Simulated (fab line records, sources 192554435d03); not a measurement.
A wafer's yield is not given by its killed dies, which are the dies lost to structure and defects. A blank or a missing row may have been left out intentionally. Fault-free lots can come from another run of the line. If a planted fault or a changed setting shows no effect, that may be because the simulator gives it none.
Which tool is to blame? | flow n5 finfet | 11 lots, 32 wafers sampled, at 2 steps of a route of 1938

## WHAT THE GAUGES SHOWED, per wafer
N5_BEOL_M7_OCD_MEAS_38.
lot  | measured     | on     | trench depth nm (nm)
L980 | day 9 09:22  | ocd-01 | 92.6 91.3 91.4
L982 | day 9 14:11  | ocd-02 | 91.8 91.1 93.3
L981 | day 9 21:13  | ocd-01 | 96.8 95.5 95.9
L983 | day 9 23:01  | ocd-01 | 93.7 93.6
L984 | day 10 03:32 | ocd-01 | 93.3 92.9 92.5
L994 | day 12 14:31 | ocd-01 | 94.7 95.0 94.6
L996 | day 12 23:31 | ocd-01 | 93.0 93.3 94.0
L998 | day 13 20:54 | ocd-01 | 94.3 95.4 95.1
L100 | day 14 03:18 | ocd-02 | 91.5 92.8 92.9
L999 | day 14 03:41 | ocd-02 | 92.7 93.7 93.2
L103 | day 15 00:02 | ocd-02 | 94.7 95.2 94.9

## WHAT TOOL EACH LOT RAN ON (gives the tool, then ch and the chambers of the sampled wafers, and finally the start)
lot  | N5_BEOL_M7_TRENCH_ETCH_37
L980 | rie diel-05 ch 0,1, day 9 09:22 or earlier
L982 | rie diel-05 ch 0,1,3, day 9 14:11 or earlier
L981 | rie diel-04 ch 0,1,3, day 9 21:13 or earlier
L983 | rie diel-01 ch 1,2, day 9 23:01 or earlier
L984 | rie diel-01 ch 1,2,3, day 10 03:32 or earlier
L994 | rie diel-04 ch 0,2,3, day 12 14:31 or earlier
L996 | rie diel-01 ch 0,1,3, day 12 23:31 or earlier
L998 | rie diel-04 ch 1,2,3, day 13 20:54 or earlier
L100 | rie diel-01 ch 1,2,3, day 14 03:18 or earlier
L999 | rie diel-01 ch 0,1,3, day 14 03:41 or earlier
L103 | rie diel-04 ch 0,1, day 15 00:02 or earlier
- N5_BEOL_M7_TRENCH_ETCH_37: etches SiCOH lowk in C4F6/O2, target depth 93.478 nm, time 31.2 s.

## AS READ BY THE TOOLS THEMSELVES (means over the sampled wafers that have a number; for cases with no such wafer, the mark the record gives instead)
N5_BEOL_M7_TRENCH_ETCH_37.
lot  | tool        | drypump motor current A (A) | oes product au (a.u.) | rf fwd power W (W) | rf vpp V (V) | showerhead plenum p Torr (Torr) | throttle valve pct (%)
L980 | rie diel-05 | 6.0                         | 0.87                  | 341.9              | 671          | 2.86                            | 20.92
L982 | rie diel-05 | 6.1                         | 0.80                  | 341.2              | 660          | 2.86                            | 20.92
L981 | rie diel-04 | 5.6                         | 0.84                  | 339.6              | 662          | 2.95                            | 20.83
L983 | rie diel-01 | 5.7                         | 0.80                  | 339.5              | 650          | 2.77                            | 20.91
L984 | rie diel-01 | 5.8                         | 0.79                  | 339.4              | 654          | 2.80                            | 20.90
L994 | rie diel-04 | 5.5                         | 0.82                  | 341.6              | 667          | 2.96                            | 20.76
L996 | rie diel-01 | 6.2                         | 0.75                  | 340.4              | 659          | 2.84                            | 20.84
L998 | rie diel-04 | 5.7                         | 0.84                  | 340.9              | 672          | 3.00                            | 20.78
L100 | rie diel-01 | 5.9                         | 0.76                  | 340.0              | 653          | 2.79                            | 20.96
L999 | rie diel-01 | 6.2                         | 0.74                  | 339.2              | 658          | 2.84                            | 20.85
L103 | rie diel-04 | 5.6                         | 0.78                  | 340.0              | 659          | 2.93                            | 20.97

## THE ANSWER, worked out from the rows above alone
Rule: what is usual is taken from the lots themselves. The widest of any qualifying gaps counts: lots, ordered by their means at a reading, are off when they make up no more than a third of the lots, leave a main group of 4 or more, and stand apart from it by 3 or more times the standard deviation of that group's means. A main group whose means are all the same, to the digits that the tables above print for the reading, isn't used. A lot without any number at a reading at which 4 lots or more have one is off too. All remaining lots with rows at the step are treated as sound. After the gauges, taken in route order, come the tools' own readings; for these a lot's mean is taken, as printed above. At the first step where some lot is off, the reading lying furthest off is the one used; lots without a number count as furthest.
Nothing can be told from this: no lot is off at any reading shown.

## WHAT WAS PUT IN BY THE SIMULATOR
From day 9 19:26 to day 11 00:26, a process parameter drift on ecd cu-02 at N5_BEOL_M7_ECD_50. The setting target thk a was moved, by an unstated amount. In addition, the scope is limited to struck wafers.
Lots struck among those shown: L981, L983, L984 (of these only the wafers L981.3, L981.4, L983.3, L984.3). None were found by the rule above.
